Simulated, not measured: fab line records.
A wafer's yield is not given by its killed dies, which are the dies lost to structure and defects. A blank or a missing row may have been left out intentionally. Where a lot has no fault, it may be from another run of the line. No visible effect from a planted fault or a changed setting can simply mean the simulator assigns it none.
A lot that was struck, set against a sound lot | flow n5 finfet | 37 steps out of a route of 1938
Sound: these wafers, L179.2, L179.3, L179.6. Wafers L177.3, L177.4, L177.6 were the ones struck. At the end, the cause is stated.
Each step with rows lists, per side, the tool, then ch with its chambers, then its first start. Under that, the readings that differ: sound wafers | struck wafers | difference of the means | sigmas: that difference in standard deviations of wafers without a fault.
alike: readings whose means differ by less than 2 such deviations, and words and numbers that are the same on both sides. not compared: withheld readings, readings that some wafer has no value for, bounds like >300 that may hide the same value, and numbers for which the record gives no deviation and whose values overlap.
Wherever a step has rows on one side only, a row that says differs or no value, or a row with sigmas, the two part there. When numbers do not overlap yet have no deviation, they are printed without sigmas and do not part them. A reading missing from all wafers of one side parts the sides only when that side holds two or more wafers.

first, 9 steps without rows for these wafers: N5_WELL_APT_SOFTBAKE_20 (time 60 s); N5_WELL_APT_EXPOSE_22 (exposes mask PWELL, defocus 0 nm, target cd 200 nm); N5_WELL_APT_PEB_23 (peb time 90 s); N5_WELL_APT_DEVELOP_24 (develop time 45 s); N5_WELL_APT_HARDBAKE_29 (time 120 s); N5_WELL_APT_DESCUM_30 (chemistry O2, time 7.9 s); N5_WELL_APT_IMPLANT_31; N5_WELL_APT_IMPLANT_32; N5_WELL_APT_STRIP_33 (strips in SPM, time 900 s).
N5_WELL_APT_RTA_34: time 10 s.
  sound on rtp anneal-01 ch 0, day 4 22:16; struck on rtp anneal-02 ch 0, day 4 10:32
  reading             | sound                | struck               | difference | sigmas
  lamp power pct (%)  | 13.05 13.07 12.94    | 11.82 11.83 11.85    | -1.19      | -21
  lamp_zone_1_pct (%) | 12.988 12.980 12.992 | 11.836 11.797 11.778 | -1.183     | -41
  lamp_zone_2_pct (%) | 12.98 12.98 13.03    | 11.74 11.74 11.82    | -1.23      | -40
  lamp_zone_3_pct (%) | 12.97 12.97 12.97    | 11.78 11.77 11.77    | -1.20      | -40
  lamp_zone_4_pct (%) | 12.93 13.01 12.97    | 11.75 11.83 11.76    | -1.19      | -38
  lamp_zone_5_pct (%) | 13.01 13.02 13.00    | 11.77 11.79 11.74    | -1.24      | -38
  lamp_zone_6_pct (%) | 12.93 12.92 12.92    | 11.68 11.68 11.75    | -1.22      | -39
  lamp_zone_7_pct (%) | 13.39 13.43 13.41    | 12.17 12.20 12.14    | -1.24      | -40
  alike: wafer_temp_C_max
then, 25 steps without rows for these wafers: N5_WELL_APT_OXIDE_STRIP_42 (strips SiO2 in dHF, time 45 s, target depth 12 nm); N5_WELL_APT_PRECLEAN_36 (cleans in O3/DIW, time 45 s); N5_WELL_APT_PRECLEAN_39 (cleans in dHF, time 60 s); N5_WELL_APT_SRD_37 (time 30 s); N5_WELL_APT_EPI_41 (deposits Si from SiH4/H2, target thk 50 nm, time 297.7 s); N5_PMOS_HMC_CHANNEL_EPI_HM_DEP_34 (deposits SiO2 from TEOS/O2, target thk 36 nm, time 6.9 s); N5_PMOS_HMC_CHANNEL_EPI_COAT_31 (time 60 s, resist thk 66 nm); N5_PMOS_HMC_CHANNEL_EPI_COAT_03 (resist thk 205 nm); N5_PMOS_HMC_CHANNEL_EPI_EBR_05; N5_PMOS_HMC_CHANNEL_EPI_SOFTBAKE_04 (time 60 s); N5_PMOS_HMC_CHANNEL_EPI_EXPOSE_06 (exposes mask PMOS HMC BLK, target cd 240 nm); N5_PMOS_HMC_CHANNEL_EPI_PEB_07 (peb time 60 s); N5_PMOS_HMC_CHANNEL_EPI_DEVELOP_08 (develop time 30 s); N5_PMOS_HMC_CHANNEL_EPI_DESCUM_14 (chemistry O2, time 7.9 s); N5_PMOS_HMC_CHANNEL_EPI_ETCH_32 (etches BARC in N2/H2, stops on SiO2, target depth 85.8 nm, time 50.3 s); N5_PMOS_HMC_CHANNEL_EPI_HM_OPEN_15 (chemistry CHF3/O2, target SiO2, target depth 40.6 nm, time 20.3 s); N5_PMOS_HMC_CHANNEL_EPI_STRIP_33 (strips in N2/H2); N5_PMOS_HMC_CHANNEL_EPI_STRIP_17 (strips in SPM, time 750 s); N5_PMOS_HMC_CHANNEL_EPI_ETCH_38 (etches SiO2 in CF4, target depth 1.5 nm); N5_PMOS_HMC_CHANNEL_EPI_FIN_RECESS_16 (chemistry HBr/Cl2, target Si, target depth 54 nm, time 18 s); N5_PMOS_HMC_CHANNEL_EPI_PRECLEAN_36 (cleans in O3/DIW, time 45 s); N5_PMOS_HMC_CHANNEL_EPI_PRECLEAN_18 (cleans in DHF, time 30 s); N5_PMOS_HMC_CHANNEL_EPI_SRD_19 (time 30 s); N5_PMOS_HMC_CHANNEL_EPI_EPI_20 (deposits SiGe30, target thk 59 nm); N5_PMOS_HMC_CHANNEL_EPI_HM_STRIP_35 (strips SiO2 in dHF, material SiO2, target depth 39.6 nm, time 216 s).
-- record jumps: 7 days separate the struck wafers' starts on either side; left off in module PMOS_HMC_CHANNEL_EPI, taken up again in module BEOL_M4, whose first shown step is the route's number 1111 --
N5_BEOL_M4_RC_MEAS_101:
  sound on prober-01 ch 0, day 10 23:34; struck on prober-02 ch 0, day 11 02:20
  reading             | sound                      | struck                     | difference | sigmas
  IOFF_N_LONG (nA/um) | 5.43e-05 5.19e-05 5.38e-05 | 6.84e-05 6.83e-05 6.95e-05 | +1.54e-05  | +6
  alike: DIBL_N, DIBL_P, IOFF_N, IOFF_P, ION_N, ION_P, SS_N, SS_P, VT_N, VT_P
-- a jump in the record: the struck wafers' starts before and after are 4 days apart (it breaks off in module BEOL_M4 and resumes in module PASSIVATION, where the first step shown is number 1936 of the route) --
N5_PASSIVATION_PROBE_49:
  sound: prober-01 at day 15 18:59; struck: prober-02 at day 15 13:16
  reading                  | sound          | struck         | difference | sigmas
  defect limited yield (%) | 93.6 93.2 95.1 | 89.1 89.8 91.9 | -3.7       | -2
  killed_at_M0_to_M3       | 28 19 17       | 46 70 45       | +32        | +3
  killed dies              | 76 80 58       | 129 120 95     | +43        | +2
  killed short             | 23 19 11       | 39 45 33       | +21        | +3
  sort_bin_5_function (%)  | 4.2 3.6 3.1    | 6.9 5.4 4.4    | +1.9       | +2
  sort_bin_6_memory (%)    | 2.0 3.1 1.7    | 3.8 4.4 3.2    | +1.5       | +2
  sort n pass              | 1103 1100 1122 | 1051 1060 1085 | -43        | -2
  sort yield pct (%)       | 93.5 93.2 95.1 | 89.1 89.8 91.9 | -3.7       | -2
  alike: killed_at_M4_up, killed at contacts, killed at front end, killed at other, killed open, sort_bin_8_speed

WHERE THEY PART
Last at N5_PASSIVATION_PROBE_49 as far as this record goes, first at N5_WELL_APT_RTA_34.

WHY: what the simulator had put in
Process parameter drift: rtp anneal-02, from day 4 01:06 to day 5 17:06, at N5_WELL_APT_RTA_34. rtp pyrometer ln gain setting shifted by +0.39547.
